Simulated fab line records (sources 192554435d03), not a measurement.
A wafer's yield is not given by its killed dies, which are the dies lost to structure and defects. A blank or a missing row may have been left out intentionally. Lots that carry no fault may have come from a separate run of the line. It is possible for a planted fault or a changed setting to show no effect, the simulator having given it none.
Which tool did it? :: flow n5_finfet :: 10 lots, 30 wafers sampled, at 5 steps of a route of 1938

== WHAT THE GAUGES SHOWED, per wafer ==
N5_BEOL_M4_RC_MEAS_101. Usual: DIBL_N 36.4 mV/V, standard deviation 1.4; DIBL_P 36.3 mV/V, standard deviation 1.5; IOFF_N 0.162 nA/um, standard deviation 0.023; IOFF_P 0.211 nA/um, standard deviation 0.027; ION_N 676 uA/um, standard deviation 9.7; ION_P 463 uA/um, standard deviation 6.4; SS_N 71.5 mV/dec, standard deviation 0.5; SS_P 73.3 mV/dec, standard deviation 0.6; VT_N 249.3 mV, standard deviation 2.5; VT_P -249.9 mV, standard deviation 2.8.
lot: L776
measured: day 8 03:00
on: prober-02
DIBL_N (mV/V): 38.5 37.3 37.8
DIBL_P (mV/V): 37.2 36.1 36.4
IOFF_N (nA/um): 0.193 0.166 0.186
IOFF_P (nA/um): 0.238 0.221 0.228
ION_N (uA/um): 675 675 676
ION_P (uA/um): 461 467 459
SS_N (mV/dec): 72.4 71.7 72.4
SS_P (mV/dec): 73.6 73.4 74.0
VT_N (mV): 249.0 249.5 248.0
VT_P (mV): -247.1 -250.3 -248.3
flag: 

lot: L778
measured: day 8 05:42
on: prober-02
DIBL_N (mV/V): 36.4 37.6 36.8
DIBL_P (mV/V): 35.9 36.8 35.5
IOFF_N (nA/um): 0.157 0.184 0.168
IOFF_P (nA/um): 0.212 0.222 0.214
ION_N (uA/um): 680 685 683
ION_P (uA/um): 470 468 468
SS_N (mV/dec): 70.9 71.6 71.6
SS_P (mV/dec): 73.2 73.4 72.8
VT_N (mV): 248.7 247.1 247.9
VT_P (mV): -249.4 -247.8 -248.2
flag: 

lot: L779
measured: day 8 12:34
on: prober-02
DIBL_N (mV/V): 36.4 36.8 34.2
DIBL_P (mV/V): 36.6 37.2 34.2
IOFF_N (nA/um): 0.157 0.168 0.123
IOFF_P (nA/um): 0.228 0.234 0.191
ION_N (uA/um): 673 667 664
ION_P (uA/um): 465 463 456
SS_N (mV/dec): 71.7 72.5 71.4
SS_P (mV/dec): 73.9 74.0 72.8
VT_N (mV): 252.4 250.6 254.9
VT_P (mV): -249.1 -248.0 -250.8
flag: 

lot: L784
measured: day 10 01:58
on: prober-01
DIBL_N (mV/V): 36.1 35.1 34.5
DIBL_P (mV/V): 37.9 36.0 35.8
IOFF_N (nA/um): 0.168 0.144 0.128
IOFF_P (nA/um): 0.210 0.177 0.178
ION_N (uA/um): 679 674 660
ION_P (uA/um): 464 458 460
SS_N (mV/dec): 71.3 71.2 71.1
SS_P (mV/dec): 74.0 73.6 73.0
VT_N (mV): 247.3 250.4 252.3
VT_P (mV): -248.0 -253.1 -252.5
flag: 

lot: L786
measured: day 10 17:31
on: prober-02
DIBL_N (mV/V): 35.0 35.8 35.3
DIBL_P (mV/V): 36.0 36.0 36.2
IOFF_N (nA/um): 0.133 0.146 0.143
IOFF_P (nA/um): 0.176 0.171 0.181
ION_N (uA/um): 668 657 675
ION_P (uA/um): 463 446 459
SS_N (mV/dec): 71.6 71.3 71.8
SS_P (mV/dec): 73.2 72.7 73.3
VT_N (mV): 250.4 252.2 248.1
VT_P (mV): -252.8 -252.0 -255.4
flag: 

lot: L787
measured: day 10 20:30
on: prober-01
DIBL_N (mV/V): 35.7 36.9 37.6
DIBL_P (mV/V): 34.9 36.0 35.8
IOFF_N (nA/um): 0.142 0.154 0.162
IOFF_P (nA/um): 0.204 0.207 0.207
ION_N (uA/um): 672 660 661
ION_P (uA/um): 468 459 452
SS_N (mV/dec): 71.3 71.2 72.1
SS_P (mV/dec): 72.5 73.3 72.9
VT_N (mV): 249.4 246.6 251.6
VT_P (mV): -246.3 -248.5 -247.9
flag: 

lot: L788
measured: day 10 21:04
on: prober-02
DIBL_N (mV/V): 37.0 37.2 37.8
DIBL_P (mV/V): 36.7 38.1 37.9
IOFF_N (nA/um): 0.177 0.190 0.192
IOFF_P (nA/um): 0.185 0.202 0.205
ION_N (uA/um): 682 687 686
ION_P (uA/um): 456 458 459
SS_N (mV/dec): 71.9 71.6 71.6
SS_P (mV/dec): 73.0 74.1 73.4
VT_N (mV): 247.8 247.5 244.2
VT_P (mV): -255.2 -252.1 -253.5
flag: 

lot: L789
measured: day 11 01:06
on: prober-02
DIBL_N (mV/V): 38.3 36.5 37.7
DIBL_P (mV/V): 37.4 35.2 36.0
IOFF_N (nA/um): 0.166 0.143 0.160
IOFF_P (nA/um): 0.247 0.202 0.222
ION_N (uA/um): 669 679 670
ION_P (uA/um): 462 467 455
SS_N (mV/dec): 71.2 71.3 71.3
SS_P (mV/dec): 73.4 73.2 72.9
VT_N (mV): 248.3 247.4 249.1
VT_P (mV): -245.2 -248.1 -247.1
flag: 

lot: L793
measured: day 11 22:46
on: prober-02
DIBL_N (mV/V): 34.5 36.7 37.1
DIBL_P (mV/V): 34.5 37.4 37.9
IOFF_N (nA/um): 0.114 0.153 0.167
IOFF_P (nA/um): 0.160 0.189 0.222
ION_N (uA/um): 675 671 683
ION_P (uA/um): 458 455 460
SS_N (mV/dec): 70.7 71.2 71.2
SS_P (mV/dec): 72.1 73.1 73.3
VT_N (mV): 257.0 250.9 250.9
VT_P (mV): -254.2 -253.6 -250.4
flag: 

lot: L798
measured: day 13 08:16
on: prober-01
DIBL_N (mV/V): 36.9 40.8 38.4
DIBL_P (mV/V): 36.1 42.2 38.3
IOFF_N (nA/um): 0.163 0.254 0.188
IOFF_P (nA/um): 0.192 0.309 0.240
ION_N (uA/um): 676 706 699
ION_P (uA/um): 459 473 472
SS_N (mV/dec): 71.7 72.2 71.9
SS_P (mV/dec): 73.5 75.0 74.3
VT_N (mV): 249.4 244.1 248.1
VT_P (mV): -251.9 -243.8 -250.8
flag: 

== WHAT TOOL EACH LOT RAN ON (gives the tool, then ch and the chambers of the sampled wafers, and finally the start) ==
lot: L776
N5_BEOL_M2_VIA_ETCH_34: rie_diel-06 ch 0,2, day 7 00:26
N5_BEOL_M2_PRE_CLEAN_45: pvd_sputter-02, day 7 01:28
N5_BEOL_M2_CVD_47: cvd_co-01 ch 0,1, day 7 02:01
N5_BEOL_M2_SPUTTER_79: pvd_sputter-02, day 7 02:34

lot: L778
N5_BEOL_M2_VIA_ETCH_34: rie_diel-04 ch 0,3, day 7 04:01
N5_BEOL_M2_PRE_CLEAN_45: pvd_sputter-01, day 7 04:35
N5_BEOL_M2_CVD_47: cvd_co-02 ch 1,2, day 7 05:04
N5_BEOL_M2_SPUTTER_79: pvd_sputter-01, day 7 05:29

lot: L779
N5_BEOL_M2_VIA_ETCH_34: rie_diel-06 ch 1,3, day 7 08:47
N5_BEOL_M2_PRE_CLEAN_45: pvd_sputter-02, day 7 09:31
N5_BEOL_M2_CVD_47: cvd_co-02 ch 1,2, day 7 09:56
N5_BEOL_M2_SPUTTER_79: pvd_sputter-01, day 7 10:19

lot: L784
N5_BEOL_M2_VIA_ETCH_34: rie_diel-02 ch 0,1,2, day 8 18:33
N5_BEOL_M2_PRE_CLEAN_45: pvd_sputter-03, day 8 19:46
N5_BEOL_M2_CVD_47: cvd_co-02 ch 0,1,2, day 8 20:17
N5_BEOL_M2_SPUTTER_79: pvd_sputter-01, day 8 20:40

lot: L786
N5_BEOL_M2_VIA_ETCH_34: rie_diel-02 ch 0,1,2, day 9 03:16
N5_BEOL_M2_PRE_CLEAN_45: pvd_sputter-03, day 9 03:55
N5_BEOL_M2_CVD_47: cvd_co-01 ch 0,1,2, day 9 04:35
N5_BEOL_M2_SPUTTER_79: pvd_sputter-02, day 9 04:58

lot: L787
N5_BEOL_M2_VIA_ETCH_34: rie_diel-02 ch 0,2,3, day 9 16:04
N5_BEOL_M2_PRE_CLEAN_45: pvd_sputter-01, day 9 16:47
N5_BEOL_M2_CVD_47: cvd_co-01 ch 0,1, day 9 17:26
N5_BEOL_M2_SPUTTER_79: pvd_sputter-03, day 9 18:10

lot: L788
N5_BEOL_M2_VIA_ETCH_34: rie_diel-02 ch 0,2,3, day 9 20:28
N5_BEOL_M2_PRE_CLEAN_45: pvd_sputter-03, day 9 22:23
N5_BEOL_M2_CVD_47: cvd_co-01 ch 0,1,2, day 9 22:50
N5_BEOL_M2_SPUTTER_79: pvd_sputter-03, day 9 23:13

lot: L789
N5_BEOL_M2_VIA_ETCH_34: rie_diel-02 ch 0,3, day 10 00:52
N5_BEOL_M2_PRE_CLEAN_45: pvd_sputter-01, day 10 01:30
N5_BEOL_M2_CVD_47: cvd_co-02 ch 0,2, day 10 01:57
N5_BEOL_M2_SPUTTER_79: pvd_sputter-03, day 10 02:25

lot: L793
N5_BEOL_M2_VIA_ETCH_34: rie_diel-04 ch 0,3, day 10 23:10
N5_BEOL_M2_PRE_CLEAN_45: pvd_sputter-02, day 10 23:41
N5_BEOL_M2_CVD_47: cvd_co-02 ch 0,2, day 11 00:02
N5_BEOL_M2_SPUTTER_79: pvd_sputter-01, day 11 00:25

lot: L798
N5_BEOL_M2_VIA_ETCH_34: rie_diel-06 ch 0,3, day 12 08:01
N5_BEOL_M2_PRE_CLEAN_45: pvd_sputter-03, day 12 10:29
N5_BEOL_M2_CVD_47: cvd_co-02 ch 0,2, day 12 11:06
N5_BEOL_M2_SPUTTER_79: pvd_sputter-01, day 12 11:33
- N5_BEOL_M2_VIA_ETCH_34: etches the open film in C4F6/O2, target depth 69.4 nm, time 65.9 s.
- N5_BEOL_M2_PRE_CLEAN_45: time 30 s.
- N5_BEOL_M2_CVD_47: deposits Co from CCTBA/H2, target thk 3 nm, time 223.8 s.
- N5_BEOL_M2_SPUTTER_79: material Cu, target thk 4.5 nm, time 8.29 s.

== AS READ BY THE TOOLS THEMSELVES (means over the sampled wafers that have a number; for cases with no such wafer, the mark the record gives instead) ==
N5_BEOL_M2_VIA_ETCH_34. Usual: drypump_motor_current_A 5.6 A, standard deviation 0.58; oes_ar_750_au 0.83 a.u., standard deviation 0.075; oes_product_au 0.84 a.u., standard deviation 0.08; rf_vpp_V 664 V, standard deviation 6.8; showerhead_plenum_p_Torr 2.87 Torr, standard deviation 0.084; throttle_valve_pct 30.65 %, standard deviation 0.17.
lot: L776
tool: rie_diel-06
drypump_motor_current_A (A): 5.9
oes_ar_750_au (a.u.): 0.78
oes_product_au (a.u.): 0.77
rf_vpp_V (V): 662
showerhead_plenum_p_Torr (Torr): 2.81
throttle_valve_pct (%): 30.64
flag: 

lot: L778
tool: rie_diel-04
drypump_motor_current_A (A): 6.0
oes_ar_750_au (a.u.): 0.84
oes_product_au (a.u.): 0.83
rf_vpp_V (V): 675
showerhead_plenum_p_Torr (Torr): 2.89
throttle_valve_pct (%): 30.48
flag: 

lot: L779
tool: rie_diel-06
drypump_motor_current_A (A): 5.2
oes_ar_750_au (a.u.): 0.86
oes_product_au (a.u.): 0.86
rf_vpp_V (V): 663
showerhead_plenum_p_Torr (Torr): 2.87
throttle_valve_pct (%): 30.77
flag: 

lot: L784
tool: rie_diel-02
drypump_motor_current_A (A): 5.5
oes_ar_750_au (a.u.): 0.88
oes_product_au (a.u.): 0.89
rf_vpp_V (V): 661
showerhead_plenum_p_Torr (Torr): 2.89
throttle_valve_pct (%): 30.69
flag: 

lot: L786
tool: rie_diel-02
drypump_motor_current_A (A): 5.5
oes_ar_750_au (a.u.): 0.87
oes_product_au (a.u.): 0.88
rf_vpp_V (V): 660
showerhead_plenum_p_Torr (Torr): 2.88
throttle_valve_pct (%): 30.69
flag: 

lot: L787
tool: rie_diel-02
drypump_motor_current_A (A): 5.3
oes_ar_750_au (a.u.): 0.86
oes_product_au (a.u.): 0.86
rf_vpp_V (V): 666
showerhead_plenum_p_Torr (Torr): 2.95
throttle_valve_pct (%): 30.69
flag: 

lot: L788
tool: rie_diel-02
drypump_motor_current_A (A): 5.3
oes_ar_750_au (a.u.): 0.86
oes_product_au (a.u.): 0.86
rf_vpp_V (V): 666
showerhead_plenum_p_Torr (Torr): 2.95
throttle_valve_pct (%): 30.69
flag: 

lot: L789
tool: rie_diel-02
drypump_motor_current_A (A): 5.3
oes_ar_750_au (a.u.): 0.89
oes_product_au (a.u.): 0.90
rf_vpp_V (V): 668
showerhead_plenum_p_Torr (Torr): 3.02
throttle_valve_pct (%): 30.63
flag: 

lot: L793
tool: rie_diel-04
drypump_motor_current_A (A): 6.0
oes_ar_750_au (a.u.): 0.79
oes_product_au (a.u.): 0.80
rf_vpp_V (V): 675
showerhead_plenum_p_Torr (Torr): 2.88
throttle_valve_pct (%): 30.51
flag: 

lot: L798
tool: rie_diel-06
drypump_motor_current_A (A): 5.3
oes_ar_750_au (a.u.): 0.89
oes_product_au (a.u.): 0.90
rf_vpp_V (V): 659
showerhead_plenum_p_Torr (Torr): 2.79
throttle_valve_pct (%): 30.57
flag: 

N5_BEOL_M2_PRE_CLEAN_45. Usual: heater_power_w at 341 W, with a standard deviation of 42.
lot: L776
tool: pvd_sputter-02
heater_power_w (W): 403
flag: 

lot: L778
tool: pvd_sputter-01
heater_power_w (W): 336
flag: 

lot: L779
tool: pvd_sputter-02
heater_power_w (W): 337
flag: 

lot: L784
tool: pvd_sputter-03
heater_power_w (W): 335
flag: 

lot: L786
tool: pvd_sputter-03
heater_power_w (W): 313
flag: 

lot: L787
tool: pvd_sputter-01
heater_power_w (W): 354
flag: 

lot: L788
tool: pvd_sputter-03
heater_power_w (W): 309
flag: 

lot: L789
tool: pvd_sputter-01
heater_power_w (W): 389
flag: 

lot: L793
tool: pvd_sputter-02
heater_power_w (W): 335
flag: 

lot: L798
tool: pvd_sputter-03
heater_power_w (W): 338
flag: 

N5_BEOL_M2_CVD_47. Usual: run_length_s at 246.8 s, with a standard deviation of 0.67.
lot: L776
tool: cvd_co-01
run_length_s (s): 246.5
flag: 

lot: L778
tool: cvd_co-02
run_length_s (s): 246.8
flag: 

lot: L779
tool: cvd_co-02
run_length_s (s): 246.9
flag: 

lot: L784
tool: cvd_co-02
run_length_s (s): 247.5
flag: 

lot: L786
tool: cvd_co-01
run_length_s (s): 246.7
flag: 

lot: L787
tool: cvd_co-01
run_length_s (s): 354.4
flag: OFF

lot: L788
tool: cvd_co-01
run_length_s (s): 300.3
flag: OFF

lot: L789
tool: cvd_co-02
run_length_s (s): 246.9
flag: 

lot: L793
tool: cvd_co-02
run_length_s (s): 247.3
flag: 

lot: L798
tool: cvd_co-02
run_length_s (s): 247.0
flag: 

N5_BEOL_M2_SPUTTER_79. Usual: throttle_valve_pct at 30.1 %, with a standard deviation of 0.43.
lot: L776
tool: pvd_sputter-02
throttle_valve_pct (%): 30.3
flag: 

lot: L778
tool: pvd_sputter-01
throttle_valve_pct (%): 29.9
flag: 

lot: L779
tool: pvd_sputter-01
throttle_valve_pct (%): 30.0
flag: 

lot: L784
tool: pvd_sputter-01
throttle_valve_pct (%): 29.9
flag: 

lot: L786
tool: pvd_sputter-02
throttle_valve_pct (%): 30.0
flag: 

lot: L787
tool: pvd_sputter-03
throttle_valve_pct (%): 29.8
flag: 

lot: L788
tool: pvd_sputter-03
throttle_valve_pct (%): 29.9
flag: 

lot: L789
tool: pvd_sputter-03
throttle_valve_pct (%): 30.2
flag: 

lot: L793
tool: pvd_sputter-01
throttle_valve_pct (%): 29.9
flag: 

lot: L798
tool: pvd_sputter-01
throttle_valve_pct (%): 30.3
flag: 

== THE ANSWER, worked out from the rows above alone ==
Rule: take the mean of a lot's wafers that have a number; if it is more than 3 standard deviations from the usual mean, the lot is off. Also off: a lot with no number at a reading for which 4 or more lots have one. Any other lot the step has rows for is counted as sound. After the gauges, taken in route order, come the tools' own readings; for these a lot's mean is taken, as printed above. At the first step where some lot is off, the reading lying furthest off is the one used; lots without a number count as furthest.
Off: L787, L788 (N5_BEOL_M2_CVD_47, run_length_s).
A tool fits if, at that step or a process step before it, it ran every lot that is off, and no sound lot after the first of them. One candidate fits, namely cvd_co-01 at N5_BEOL_M2_CVD_47. Its last sound lot is L786 (day 9 04:35), its first lot that is off L787 (day 9 17:26): a fault that began between those two fits.
The tool's own readings at N5_BEOL_M2_CVD_47 bear it out: on the lots that are off they differ by more than 5 times the standard deviation of the sound lots' means. run_length_s reads 327.4 s there against 246.9 s on the sound lots.

== WHAT WAS PUT IN BY THE SIMULATOR ==
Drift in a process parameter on cvd_co-01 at N5_BEOL_M2_CVD_47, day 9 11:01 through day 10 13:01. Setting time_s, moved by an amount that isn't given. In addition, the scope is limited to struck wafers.
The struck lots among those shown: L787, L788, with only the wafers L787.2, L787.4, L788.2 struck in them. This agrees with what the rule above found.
